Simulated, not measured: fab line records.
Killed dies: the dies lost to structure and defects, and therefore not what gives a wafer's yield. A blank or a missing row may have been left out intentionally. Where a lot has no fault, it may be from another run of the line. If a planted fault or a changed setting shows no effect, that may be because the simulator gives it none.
A lot that was struck, set against a sound lot / flow nand harc / 14 out of 1302 route steps
Sound: the wafers L691.1, L691.3, L691.5. Struck: wafer L685.6 (left out: L685.2, L685.5 of the same lot, which were not struck); the cause appears at the end.
For every step that has rows: the tool of each side, followed by ch and its chambers, followed by its first start. Under that, the readings that differ: sound wafers / struck wafers / difference of the means / sigmas: that difference in standard deviations of wafers without a fault.
alike: same words and numbers on both sides, and readings whose means sit less than 2 such deviations apart. not compared: any withheld reading, any reading some wafer has no value for, any bound like >300 that may hide the same value, and any number with overlapping values for which the record gives no deviation.
Wherever a step has rows on one side only, a row that says differs or no value, or a row with sigmas, the two part there. Numbers that don't overlap but have no deviation are shown without sigmas and don't part them. A reading that every wafer of one side lacks parts them only if that side has two wafers or more.

first, 4 steps without rows for these wafers: NHARC_A_STAIRCASE_HARDBAKE_185 (time 140 s); NHARC_A_STAIRCASE_DESCUM_186 (chemistry O2, time 3 s); NHARC_A_STAIRCASE_TRIM_187 (chemistry O2, time 211.2 s); NHARC_A_STAIRCASE_ETCH_188 (etches the open film in C4F8/O2, target depth 100 nm, time 40.5 s).
NHARC_A_STAIRCASE_TRIM_189: chemistry O2, time 211.2 s.
  sound: rie diel-08 ch 0,1; struck: rie diel-08 ch 1
  alike: drypump motor current A, oes product au, rf vpp V, showerhead plenum p Torr, throttle valve pct
  not compared: rf hours counter h
then, 3 steps without rows for these wafers: NHARC_A_STAIRCASE_ETCH_190 (etches the open film in C4F8/O2, target depth 100 nm, time 40.5 s); NHARC_A_STAIRCASE_TRIM_191 (chemistry O2, time 211.2 s); NHARC_A_STAIRCASE_ETCH_192 (etches the open film in C4F8/O2, target depth 100 nm, time 40.5 s).
NHARC_A_STAIRCASE_TRIM_193: chemistry O2, time 211.2 s.
  sound: rie diel-08 ch 1,3; struck: rie diel-08 ch 2
reading=drypump motor current A (A); sound=5.1 5.5 5.1; struck=6.3; difference=+1.1; sigmas=+2
  alike: oes product au, rf vpp V, showerhead plenum p Torr, throttle valve pct
  not compared: rf hours counter h
NHARC_A_STAIRCASE_ETCH_194: etches the open film in C4F8/O2, target depth 100 nm, time 40.5 s.
  sound: rie diel-08 ch 0,1,3; struck: rie diel-08 ch 0
  alike: oes product au, rf vpp V
  not compared: rf hours counter h
NHARC_A_STAIRCASE_TRIM_196: chemistry O2, time 211.2 s.
  sound on rie diel-10 ch 1,2,3, day 23 13:26; struck on rie diel-08 ch 0, day 20 19:56
reading=rf vpp V (V); sound=58.0 59.9 58.3; struck=56.4; difference=-2.3; sigmas=-2
  alike: drypump motor current A, oes product au, showerhead plenum p Torr, throttle valve pct
  not compared: rf hours counter h
NHARC_A_STAIRCASE_ETCH_197: etches the open film in C4F8/O2, target depth 100 nm, time 40.5 s.
  sound on rie diel-10 ch 1,3, day 23 13:37; struck on rie diel-08 ch 1, day 20 20:09
reading=oes product au (a.u.); sound=0.945 0.942 0.950; struck=1.120; difference=+0.174; sigmas=+9
  alike: rf vpp V
  not compared: rf hours counter h
NHARC_A_STAIRCASE_TRIM_198: chemistry O2, time 211.2 s.
  sound: rie diel-10 ch 0,1,3; struck: rie diel-08 ch 3
  alike: drypump motor current A, oes product au, rf vpp V, showerhead plenum p Torr, throttle valve pct
  not compared: rf hours counter h
-- the record jumps here: 9 days lie between the struck wafers' starts before and after (it left off in module A_STAIRCASE and takes up again in module END, whose first step shown is number 1302 of the route) --
NHARC_END_SORT_01:
  at this point the record logs the struck wafers (prober-01 ch 0, day 30 00:13) and has no rows for the sound ones

WHERE THEY PART
At NHARC_A_STAIRCASE_TRIM_193 first; at NHARC_END_SORT_01 last (within this record only).

WHY: what the simulator had put in
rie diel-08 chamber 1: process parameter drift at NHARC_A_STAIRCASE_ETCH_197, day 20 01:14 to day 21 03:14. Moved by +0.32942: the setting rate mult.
